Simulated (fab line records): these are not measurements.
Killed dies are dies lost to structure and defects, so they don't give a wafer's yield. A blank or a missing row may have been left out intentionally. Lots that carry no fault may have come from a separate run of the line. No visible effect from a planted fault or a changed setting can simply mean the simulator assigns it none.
A struck lot beside a sound one | flow nand-harc | 14 out of 1302 route steps
Sound: these wafers, L970.3, L970.4, L970.6. Struck: wafer L977.4 (left out: L977.1, L977.6 of the same lot, which were not struck); the cause appears at the end.
Order at every step that has rows: each side's tool, ch and its chambers, its first start. Under that, the readings that differ: sound wafers | struck wafers | difference of the means | sigmas: that difference in standard deviations of wafers without a fault.
alike: words and numbers the same on both sides, and readings whose means are apart by under 2 such deviations; not compared: readings that were withheld, readings missing a value for some wafer, numbers with overlapping values and no deviation given by the record, and bounds like >300 which may hide the same value.
The two part at a step that has a row with sigmas, a row that says differs or no value, or rows on one side only. Numbers that don't overlap but have no deviation are shown without sigmas and don't part them. A reading missing from all wafers of one side parts the sides only when that side holds two or more wafers.

NHARC_A_ZERO_WELL_INSPECT_17:
  sound: defect-inspect-02 at day 12 04:49; struck: defect-inspect-02 at day 15 05:44
  alike: raw-defect-count
then, 3 steps without rows for these wafers: NHARC_A_SOURCE_PLATE_PRECLEAN_00 (cleans in HF-LAST, time 60 s); NHARC_A_SOURCE_PLATE_SRD_01; NHARC_A_SOURCE_PLATE_OXIDE_02 (material SiO2, target thk 10 nm, ox time 1362 s).
NHARC_A_SOURCE_PLATE_THK_MEAS_09: measures by ellipsometry.
  sound: film-metro-02 at day 12 11:38; struck: film-metro-01 at day 15 14:30
  alike: thk-nm
then, 3 steps without rows for these wafers: NHARC_A_SOURCE_PLATE_PVD_04 (deposits WSi2, target thk 50 nm); NHARC_A_SOURCE_PLATE_CVD_03 (deposits poly-Si, target thk 200 nm, time 4000 s); NHARC_A_SOURCE_PLATE_ANNEAL_05 (time 1800 s).
NHARC_A_SOURCE_PLATE_THK_MEAS_06: measures by ellipsometry.
  sound: film-metro-02 at day 13 00:38; struck: film-metro-02 at day 16 02:56
  alike: thk-nm
NHARC_A_SOURCE_PLATE_INSPECT_08:
  sound: defect-inspect-02 at day 13 00:42; struck: defect-inspect-02 at day 16 03:00
  alike: raw-defect-count
NHARC_A_ONON_D1_DEP_00: target thk 1000 nm.
  sound on pecvd-onon-01 ch 0, day 13 00:53; struck on pecvd-onon-01 ch 0, day 16 03:04
NHARC_A_ONON_D1_THK_MEAS_02: measures by ellipsometry.
  sound: film-metro-01 at day 13 01:17; struck: film-metro-02 at day 16 03:35
  reading     | sound          | struck | difference | sigmas
  thk-nm (nm) | 1002 1003 1005 | 393    | -610       | -66
after that, 1 step with no rows for these wafers: NHARC_A_ONON_D1_DEP_03 (target thk 1000 nm).
-- record jumps: 17 days between struck wafers' starts before vs after; left off in module A_ONON_D1, resumes in module END, first step shown is number 1302 of the route --
NHARC_END_SORT_01:
  here the record holds rows for the struck wafers (prober-01 ch 0, day 32 23:36) but none for the sound ones

WHERE THEY PART
Last at NHARC_END_SORT_01 as far as this record goes, first at NHARC_A_ONON_D1_THK_MEAS_02.

WHY: what the simulator had put in
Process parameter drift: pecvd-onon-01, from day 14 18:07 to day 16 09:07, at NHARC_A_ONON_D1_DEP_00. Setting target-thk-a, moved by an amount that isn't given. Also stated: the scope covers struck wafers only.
